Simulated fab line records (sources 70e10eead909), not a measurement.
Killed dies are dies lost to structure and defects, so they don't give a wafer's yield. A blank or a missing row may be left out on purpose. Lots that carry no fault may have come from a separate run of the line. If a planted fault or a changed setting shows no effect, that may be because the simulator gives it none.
The tool behind it: which one? ; flow nand-harc ; 6 lots with 18 wafers sampled at 4 steps, on a route of 1159 steps

## WHAT THE GAUGES READ, wafer by wafer
NHARC_END_SORT_01.
lot;measured;on;killed-short
L109;day 22 00:26;prober-02;1 1 0
L112;day 22 08:06;prober-01;2 4 7

## WHAT TOOL EACH LOT RAN ON (gives the tool, then ch and the chambers of the sampled wafers, and finally the start)
lot;NHARC_P_GATE_DESCUM_13;NHARC_P_GATE_STRIP_15;NHARC_P_GATE_ETCH_32
L101;rie-diel-07 ch 1,2, day 4 20:20;wet-bench-06 ch 0,1,4, day 4 20:31;rie-si-02 ch 0,1,3, day 5 10:42
L107;rie-diel-08 ch 0,2,3, day 6 03:48;wet-bench-06 ch 1,2,6, day 6 03:58;rie-si-03 ch 1,2,3, day 6 19:06
L109;rie-diel-07 ch 1,2, day 6 22:17;wet-bench-06 ch 0,5,6, day 6 22:27;rie-si-05 ch 0,3, day 7 12:34
L112;rie-diel-09 ch 0,2,3, day 7 10:50;wet-bench-09 ch 0,1,5, day 7 11:01;rie-si-02 ch 0,2, day 8 01:11
L118;rie-diel-07 ch 0,1,2, day 9 05:06;wet-bench-07 ch 1,4,7, day 9 05:14;rie-si-05 ch 2,3, day 9 19:29
L120;rie-diel-09 ch 0,1,2, day 9 15:21;wet-bench-06 ch 1,2,5, day 9 15:31;rie-si-05 ch 1,2,3, day 10 07:24
- NHARC_P_GATE_DESCUM_13: chemistry O2, time 3 s.
- NHARC_P_GATE_STRIP_15: strips in SPM, time 780 s.
- NHARC_P_GATE_ETCH_32: etches the open film in HBr/Cl2, target depth 150 nm, time 100.1 s.

## THE ANSWER, worked out from the rows above alone
Rule: the lots themselves supply what counts as usual. Put in order of their means at a reading, lots are off if they are a third of the lots or fewer, leave a main group of 4 or more, and stand apart from it by a gap of 3 or more times the standard deviation of the main group's means; of several such gaps the widest counts. A main group whose means are all the same, to the digits that the tables above print for the reading, isn't used. A lot without any number at a reading at which 4 lots or more have one is off too. Any other lot the step has rows for is counted as sound.
No lot is off on any of the readings shown, so nothing can be concluded from this.

## WHAT THE SIMULATOR HAD INSERTED
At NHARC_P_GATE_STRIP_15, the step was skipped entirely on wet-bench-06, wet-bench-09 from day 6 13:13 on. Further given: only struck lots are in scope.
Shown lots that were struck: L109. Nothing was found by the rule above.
